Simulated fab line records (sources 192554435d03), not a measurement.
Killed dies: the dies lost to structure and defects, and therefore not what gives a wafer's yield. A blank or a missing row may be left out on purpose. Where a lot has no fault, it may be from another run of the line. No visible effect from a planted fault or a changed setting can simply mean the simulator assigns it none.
Split-lot experiment | flow n5-finfet | 21 wafers read across 7 lots, on a route 1938 steps long

THE SPLIT
At N5_BEOL_M0_SAQP_CUT_ETCH_46 (etches SOC in N2/H2, target depth 135 nm, overetch 27 nm, time 202.5 s), the setting time-s was moved away from the recipe's 202.5 s on 6 of the 21 wafers read, by -18.1% to +20.4%. For the rest of the wafers, this setting stayed at what the recipe calls for.

FROM THE SPLIT TO THE READING: what the file shows between them, 3 steps
- N5_BEOL_M0_SAQP_STRIP_74: strips in N2/H2
- N5_BEOL_M0_SAQP_STRIP_89: strips in N2/H2
- N5_BEOL_M0_SAQP_ALD_48: deposits SiO2, target thk 20 nm, pulse time 1 s, co reactant pulse time 1 s

THE READING
BEOL_M0_SAQP.cd-nm (the simulator's own value, which no gauge read), in nm, at N5_BEOL_M0_SAQP_ETCH_49 (etches SiO2 in CF4/O2, target depth 37 nm). No usual value for it is given in the file. Here, 15 wafers ran the recipe; their average is 30.1 nm with a standard deviation of 0.14 nm.

wafer  | tool, chamber at the split | time-s as run, s | against the recipe | BEOL_M0_SAQP.cd-nm, nm | against lot-mates on the recipe
L074.3 | rie-diel-04, 1             | 202.5            | recipe             | 30                     | -
L074.4 | rie-diel-04, 1             | 202.5            | recipe             | 30.4                   | -
L074.6 | rie-diel-04, 2             | 202.5            | recipe             | 30.2                   | -
L078.1 | rie-diel-04, 2             | 202.5            | recipe             | 30                     | -
L078.3 | rie-diel-04, 0             | 186.5            | -7.9%              | 30                     | +0.0
L078.4 | rie-diel-04, 3             | 186.5            | -7.9%              | 29.6                   | -0.4
L080.1 | rie-diel-01, 1             | 202.5            | recipe             | 30.2                   | -
L080.3 | rie-diel-01, 3             | 202.5            | recipe             | 30.2                   | -
L080.5 | rie-diel-01, 0             | 174.6            | -13.8%             | 29.4                   | -0.8
L082.1 | rie-diel-06, 2             | 202.5            | recipe             | 30                     | -
L082.6 | rie-diel-06, 1             | 202.5            | recipe             | 30                     | -
L082.3 | rie-diel-06, 0             | 202.5            | recipe             | 30.2                   | -
L086.1 | rie-diel-01, 1             | 165.8            | -18.1%             | 29.2                   | -0.8
L086.2 | rie-diel-01, 0,2           | 202.5            | recipe             | 30                     | -
L086.3 | rie-diel-01, 0,2           | 202.5            | recipe             | 30                     | -
L090.3 | rie-diel-06, 0             | 202.5            | recipe             | 30.4                   | -
L090.4 | rie-diel-06, 1,0           | 202.5            | recipe             | 30.2                   | -
L090.6 | rie-diel-06, 1,0           | 202.5            | recipe             | 30.2                   | -
L097.1 | rie-diel-01, 1             | 202.5            | recipe             | 30                     | -
L097.2 | rie-diel-01, 0             | 243.9            | +20.4%             | 31.2                   | +1.2
L097.3 | rie-diel-01, 3             | 243.9            | +20.4%             | 31                     | +1.0
Rows listing several chambers each stand for several wafers; the file does not say which wafer went through which chamber.

THE FIT
A straight line over all 21 wafers: BEOL_M0_SAQP.cd-nm changes by +0.0485 nm for each +1% of time-s; r = +0.95; the points scatter about the line by 0.15 nm.
The same after taking each lot's own level away (the mean of its wafers on the recipe; 21 wafers): +0.0499 nm for each +1%; r = +0.96; scatter 0.13 nm.
According to that fit, moving time-s by its largest amount changes the reading by 1 nm.
Across the lots, their own levels run from 30.00 to 30.27 nm, a range of 1.9 times the standard deviation given above.
Consequently the slope shifts little with the lot-to-lot level, the two slopes agreeing.
Check: with one of the wafers moved furthest among these (+20.4%) left out of the fit, the line predicts +0.967 nm for it against its lot-mates. Against them it came out at +1.2 nm.

THE OTHER SPLITS THESE WAFERS WENT THROUGH
Note: prior to the reading, these wafers also went through further splits. Each is held against what the fit with the lots' levels taken away leaves over:
other split on the same wafers          | wafers away from the commonest value | r with BEOL_M0_SAQP.cd-nm (lot level and that fit taken away)
N5_HKMG_FIN_ETCH_58 bias-w              | 8                                    | +0.13
N5_GATE_CUT_ETCH_56 icp-w               | 10                                   | +0.03
N5_MOL_CONTACT_COAG_VIA_ETCH_46 bias-w  | 7                                    | +0.02
N5_MOL_CONTACT_COAG_COAT_62 spin-rpm    | 6                                    | -0.30
N5_MOL_CONTACT_COAG_EXPOSE_37 dose-mj   | 4                                    | +0.03
N5_MOL_CONTACT_COAG_ETCHBACK_134 time-s | 6                                    | -0.08

THE WHOLE CHAIN: every reading that the file lists as answering this split, in the file's order
step                        | what it does                                                           | reading                                                                               | change (the file's fit)                | r (the file's)
N5_BEOL_M0_SAQP_CUT_ETCH_46 | etches SOC in N2/H2, target depth 135 nm, overetch 27 nm, time 202.5 s | BEOL_M0_SAQP.cd-nm (the simulator's own value, which no gauge read)                   | +0.047 nm for each +1% of the setting  | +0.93
N5_BEOL_M0_SAQP_CUT_ETCH_46 | etches SOC in N2/H2, target depth 135 nm, overetch 27 nm, time 202.5 s | SiARC_of_BEOL_M0_SAQP_COAT_72.thk-nm (the simulator's own value, which no gauge read) | -0.107 nm for each +1% of the setting  | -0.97
N5_BEOL_M0_SAQP_ETCH_49     | etches SiO2 in CF4/O2, target depth 37 nm                              | BEOL_M0_SAQP.cd-nm (the simulator's own value, which no gauge read)                   | +0.0497 nm for each +1% of the setting | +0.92

FILE'S OWN FIT
BEOL_M0_SAQP.cd-nm changes by +0.0497 nm for each +1% of time-s, r = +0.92.
